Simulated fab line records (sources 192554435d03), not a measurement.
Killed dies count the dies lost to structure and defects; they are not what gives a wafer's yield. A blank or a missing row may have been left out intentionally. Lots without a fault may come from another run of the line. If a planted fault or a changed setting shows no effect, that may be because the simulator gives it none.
Split-lot trial / flow n5 finfet / route with 1938 steps; 7 lots, 21 wafers read

SPLIT DETAILS
At N5_BEOL_M7_PECVD_70 (deposits SiO2 from TEOS/O2, target thk 20 nm, time 22.7 s), the setting temp c was moved away from the recipe's 400 C on 7 of the 21 wafers read, by -4.2% to +3.2%. This setting was run at the recipe's value on the other wafers.

Reading taken at the split's own step.

THE READING
SiO2_of_BEOL_M7_PECVD_70.thk nm (the simulator's own value, which no gauge read), in nm, at N5_BEOL_M7_PECVD_70 (deposits SiO2 from TEOS/O2, target thk 20 nm, time 22.7 s). There is no usual value for it anywhere in the file. Here, 14 wafers ran the recipe; their average is 20.1 nm with a standard deviation of 0.29 nm.

wafer=L077.4; tool, chamber at the split=pecvd-01, 2,1; temp c as run, C=400; against the recipe=recipe; SiO2_of_BEOL_M7_PECVD_70.thk nm, nm=20.4; against lot-mates on the recipe=-
wafer=L077.6; tool, chamber at the split=pecvd-01, 2,1; temp c as run, C=400; against the recipe=recipe; SiO2_of_BEOL_M7_PECVD_70.thk nm, nm=20.4; against lot-mates on the recipe=-
wafer=L077.5; tool, chamber at the split=pecvd-01, 0; temp c as run, C=400; against the recipe=recipe; SiO2_of_BEOL_M7_PECVD_70.thk nm, nm=19.8; against lot-mates on the recipe=-
wafer=L076.1; tool, chamber at the split=pecvd-01, 1,0; temp c as run, C=400; against the recipe=recipe; SiO2_of_BEOL_M7_PECVD_70.thk nm, nm=20; against lot-mates on the recipe=-
wafer=L076.6; tool, chamber at the split=pecvd-01, 1,0; temp c as run, C=400; against the recipe=recipe; SiO2_of_BEOL_M7_PECVD_70.thk nm, nm=20; against lot-mates on the recipe=-
wafer=L076.4; tool, chamber at the split=pecvd-01, 1; temp c as run, C=400; against the recipe=recipe; SiO2_of_BEOL_M7_PECVD_70.thk nm, nm=20.4; against lot-mates on the recipe=-
wafer=L078.1; tool, chamber at the split=pecvd-04, 0; temp c as run, C=412.7; against the recipe=+3.2%; SiO2_of_BEOL_M7_PECVD_70.thk nm, nm=18.6; against lot-mates on the recipe=-1.6
wafer=L078.3; tool, chamber at the split=pecvd-04, 1; temp c as run, C=412.7; against the recipe=+3.2%; SiO2_of_BEOL_M7_PECVD_70.thk nm, nm=18.2; against lot-mates on the recipe=-2.0
wafer=L078.5; tool, chamber at the split=pecvd-04, 1; temp c as run, C=400; against the recipe=recipe; SiO2_of_BEOL_M7_PECVD_70.thk nm, nm=20.2; against lot-mates on the recipe=-
wafer=L083.2; tool, chamber at the split=pecvd-01, 2; temp c as run, C=400; against the recipe=recipe; SiO2_of_BEOL_M7_PECVD_70.thk nm, nm=20; against lot-mates on the recipe=-
wafer=L083.4; tool, chamber at the split=pecvd-01, 0; temp c as run, C=400; against the recipe=recipe; SiO2_of_BEOL_M7_PECVD_70.thk nm, nm=19.8; against lot-mates on the recipe=-
wafer=L083.6; tool, chamber at the split=pecvd-01, 1; temp c as run, C=383.1; against the recipe=-4.2%; SiO2_of_BEOL_M7_PECVD_70.thk nm, nm=22.4; against lot-mates on the recipe=+2.5
wafer=L089.2; tool, chamber at the split=pecvd-04, 0; temp c as run, C=400; against the recipe=recipe; SiO2_of_BEOL_M7_PECVD_70.thk nm, nm=20; against lot-mates on the recipe=-
wafer=L089.4; tool, chamber at the split=pecvd-04, 0,1; temp c as run, C=388.5; against the recipe=-2.9%; SiO2_of_BEOL_M7_PECVD_70.thk nm, nm=21.8; against lot-mates on the recipe=+1.8
wafer=L089.6; tool, chamber at the split=pecvd-04, 0,1; temp c as run, C=388.5; against the recipe=-2.9%; SiO2_of_BEOL_M7_PECVD_70.thk nm, nm=21.8; against lot-mates on the recipe=+1.8
wafer=L090.1; tool, chamber at the split=pecvd-01, 0; temp c as run, C=400; against the recipe=recipe; SiO2_of_BEOL_M7_PECVD_70.thk nm, nm=19.4; against lot-mates on the recipe=-
wafer=L090.3; tool, chamber at the split=pecvd-01, 1; temp c as run, C=384.7; against the recipe=-3.8%; SiO2_of_BEOL_M7_PECVD_70.thk nm, nm=21.6; against lot-mates on the recipe=+2.2
wafer=L090.5; tool, chamber at the split=pecvd-01, 1; temp c as run, C=384.7; against the recipe=-3.8%; SiO2_of_BEOL_M7_PECVD_70.thk nm, nm=21.6; against lot-mates on the recipe=+2.2
wafer=L096.2; tool, chamber at the split=pecvd-04, 1; temp c as run, C=400; against the recipe=recipe; SiO2_of_BEOL_M7_PECVD_70.thk nm, nm=19.8; against lot-mates on the recipe=-
wafer=L096.5; tool, chamber at the split=pecvd-04, 0; temp c as run, C=400; against the recipe=recipe; SiO2_of_BEOL_M7_PECVD_70.thk nm, nm=20.4; against lot-mates on the recipe=-
wafer=L096.6; tool, chamber at the split=pecvd-04, 2; temp c as run, C=400; against the recipe=recipe; SiO2_of_BEOL_M7_PECVD_70.thk nm, nm=20.2; against lot-mates on the recipe=-
When a row names more than one chamber, that row covers several wafers, and the file does not tell which wafer ran in which chamber.

THE FIT
A straight line over all 21 wafers: SiO2_of_BEOL_M7_PECVD_70.thk nm changes by -0.505 nm for each +1% of temp c; r = -0.96; the points scatter about the line by 0.3 nm.
The same after taking each lot's own level away (the mean of its wafers on the recipe; 21 wafers): -0.585 nm for each +1%; r = -0.99; scatter 0.19 nm.
Per that fit: largest temp c move, reading shift of 2.5 nm.
Across the lots, their own levels run from 19.40 to 20.20 nm, a range of 2.8 times the standard deviation given above.
Hence the slope depends on the lot-to-lot level, as the two fits are not the same.
Check: +2.48 nm against its lot-mates is what the line predicts for one of the wafers moved furthest among these (-4.2%) when that wafer is left out of the fit. Against them it came out at +2.5 nm.

ADDITIONAL SPLITS CARRIED BY THESE WAFERS
Note: prior to the reading, these wafers also went through further splits. Each is held against what the fit with the lots' levels taken away leaves over:
other split on the same wafers=N5_BEOL_M5_COAT_74 spin rpm; wafers away from the commonest value=10; r with SiO2_of_BEOL_M7_PECVD_70.thk nm (lot level and that fit taken away)=-0.09
other split on the same wafers=N5_BEOL_M5_DEP_56 time s; wafers away from the commonest value=8; r with SiO2_of_BEOL_M7_PECVD_70.thk nm (lot level and that fit taken away)=-0.32
other split on the same wafers=N5_BEOL_M6_HM_DEP_02 target thk a; wafers away from the commonest value=7; r with SiO2_of_BEOL_M7_PECVD_70.thk nm (lot level and that fit taken away)=-0.01

FILE'S OWN FIT
SiO2_of_BEOL_M7_PECVD_70.thk nm changes by -0.588 nm for each +1% of temp c, r = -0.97.
